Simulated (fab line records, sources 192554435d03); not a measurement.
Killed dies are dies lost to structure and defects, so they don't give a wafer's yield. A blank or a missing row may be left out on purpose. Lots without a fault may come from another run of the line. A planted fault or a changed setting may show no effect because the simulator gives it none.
Chamber matching | flow n5_finfet | N5_BEOL_M4_ETCH_69 on rie_diel-02: 4 sister chambers
The step etches SiARC in CF4, target depth 15.6 nm, time 26 s. 4 wafers are shown with their chamber, then 9 later ones without.

WAFERS WITH THEIR CHAMBER
wafer  | chamber | drypump_motor_current_A (A)
L089.4 | 0       | 6.1
L090.3 | 3       | 5.1
L092.5 | 1       | 5.2
L092.6 | 2       | 5.3

WAFERS WITHOUT THEIR CHAMBER
wafer  | drypump_motor_current_A (A)
L095.2 | 6.1
L095.5 | 6.1
L095.6 | 5.2
L094.3 | 5.3
L094.5 | 5.3
L094.6 | 5.2
L096.1 | 5.1
L096.2 | 5.2
L096.5 | 6.2

WHICH CHAMBER EACH WENT THROUGH
wafer  | from the rows above | in truth
L095.2 | 0                   | 0
L095.5 | 0                   | 0
L095.6 | 1                   | 1
L094.3 | 2                   | 2
L094.5 | 2                   | 2
L094.6 | 1                   | 1
L096.1 | 3                   | 3
L096.2 | 1                   | 1
L096.5 | 0                   | 0
Placed correctly: 9 of 9. Can't be placed from these rows: 0. Placed wrongly: 0.
How it was worked out, from the rows above alone: a wafer's distance from a chamber is the root of the sum, over the readings, of the square of ((its reading less the chamber's mean) divided by the reading's scatter). The wafer belongs to the nearest chamber; if the next one is less than 2 further off, it can't be placed. A chamber's mean is the mean of its shown wafers. The scatter: with one shown wafer a chamber, the root of the mean of the squares of how far each hidden wafer lies from its nearest shown one.
